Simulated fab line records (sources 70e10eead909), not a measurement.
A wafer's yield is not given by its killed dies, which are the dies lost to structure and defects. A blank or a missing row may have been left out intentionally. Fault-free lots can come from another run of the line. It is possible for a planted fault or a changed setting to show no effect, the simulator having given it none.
Comparing a struck lot with a sound one | flow nand-harc | 14 steps out of a route of 1302
Sound: these wafers, L531.1, L531.2, L531.3. Wafers L519.1, L519.2, L519.3 were the ones struck. At the end, the cause is stated.
Per side, at each step with rows, come the tool, then ch with its chambers, and then its first start. Under that, the readings that differ: sound wafers | struck wafers | difference of the means | sigmas: that difference in standard deviations of wafers without a fault.
alike: a reading whose means differ by less than 2 such deviations, as well as words and numbers matching on both sides. not compared: withheld readings; readings where some wafer has no value; bounds like >300 that might hide an equal value; numbers whose values overlap and for which the record gives no deviation.
Wherever a step has rows on one side only, a row that says differs or no value, or a row with sigmas, the two part there. Non-overlapping numbers with no deviation appear without sigmas and do not part them. A reading missing from all wafers of one side parts the sides only when that side holds two or more wafers.

first, 2 steps without rows for these wafers: NHARC_A_STAIRCASE_PRECLEAN_318 (cleans in SC1); NHARC_A_STAIRCASE_SRD_329.
NHARC_A_STAIRCASE_ALD_415: deposits SiO2, target thk 30 nm, pulse time 6 s, ald cycles 300.
  sound on ald-hk-03 ch 0,1,2, day 25 17:06; struck on ald-hk-01 ch 0,1,2, day 20 18:06
  alike: heater-power-outer-w, heater-power-w, precursor-pulse-height-rel
NHARC_A_STAIRCASE_ETCHBACK_416: etches the open film in C4F8/O2/Ar, target depth 36 nm, time 7.2 s.
  sound: rie-diel-11 ch 1,2,3; struck: rie-diel-03 ch 0,1,3
  reading                | sound             | struck            | difference | sigmas
  oes-product-au (a.u.)  | 0.928 0.924 0.938 | 0.991 0.994 0.995 | +0.063     | +2
  rf-hours-counter-h (h) | 51 49 50          | 5 4 4             | -46        |
  alike: rf-vpp-V
NHARC_A_STAIRCASE_STRIP_476: strips in O2, time 20 s.
  sound on rie-diel-11 ch 0,1,3, day 25 19:16; struck on rie-diel-03 ch 0,1,3, day 20 20:20
  reading                | sound    | struck | difference | sigmas
  rf-hours-counter-h (h) | 49 51 50 | 4 4 5  | -46        |
  alike: drypump-motor-current-A, oes-product-au, rf-vpp-V, showerhead-plenum-p-Torr, throttle-valve-pct
NHARC_A_STAIRCASE_DEP_417: deposits Si3N4, target thk 60 nm.
  sound on pecvd-01 ch 0,1,2, day 25 19:22; struck on pecvd-04 ch 0,1,2, day 20 20:26
  alike: heater-power-outer-w, heater-power-w, rf-fwd-power-W
then, 3 steps without rows for these wafers: NHARC_A_STAIRCASE_WET_418 (chemistry H3PO4, target depth 20 nm); NHARC_A_STAIRCASE_PRECLEAN_419 (cleans in SC1); NHARC_A_STAIRCASE_SRD_421.
NHARC_A_STAIRCASE_ALD_420: deposits SiO2, target thk 20 nm, pulse time 6 s, ald cycles 200.
  sound on ald-hk-03 ch 0,1,3, day 26 00:07; struck on ald-hk-02 ch 0,2,3, day 20 23:09
  reading            | sound       | struck      | difference | sigmas
  heater-power-w (W) | 503 504 502 | 458 374 437 | -80        | -2
  alike: heater-power-outer-w, precursor-pulse-height-rel
then, 1 step without rows for these wafers: NHARC_A_STAIRCASE_CVD_552 (deposits SiNx, target thk 40 nm).
NHARC_A_STAIRCASE_DEP_151: deposits SiO2, target thk 7200 nm.
  sound on pecvd-03 ch 0,1,2, day 26 08:15; struck on pecvd-03 ch 0,1,2, day 21 07:14
  reading            | sound             | struck            | difference | sigmas
  rf-fwd-power-W (W) | 498.6 498.7 503.1 | 420.4 416.3 418.7 | -81.7      | -51
  alike: heater-power-outer-w, heater-power-w
then, 2 steps without rows for these wafers: NHARC_A_STAIRCASE_ANNEAL_320 (time 1800 s); NHARC_END_SORT_01.

== WHERE THEY PART ==
First at NHARC_A_STAIRCASE_ETCHBACK_416; last, within this record, at NHARC_A_STAIRCASE_DEP_151.

WHY: what the simulator had put in
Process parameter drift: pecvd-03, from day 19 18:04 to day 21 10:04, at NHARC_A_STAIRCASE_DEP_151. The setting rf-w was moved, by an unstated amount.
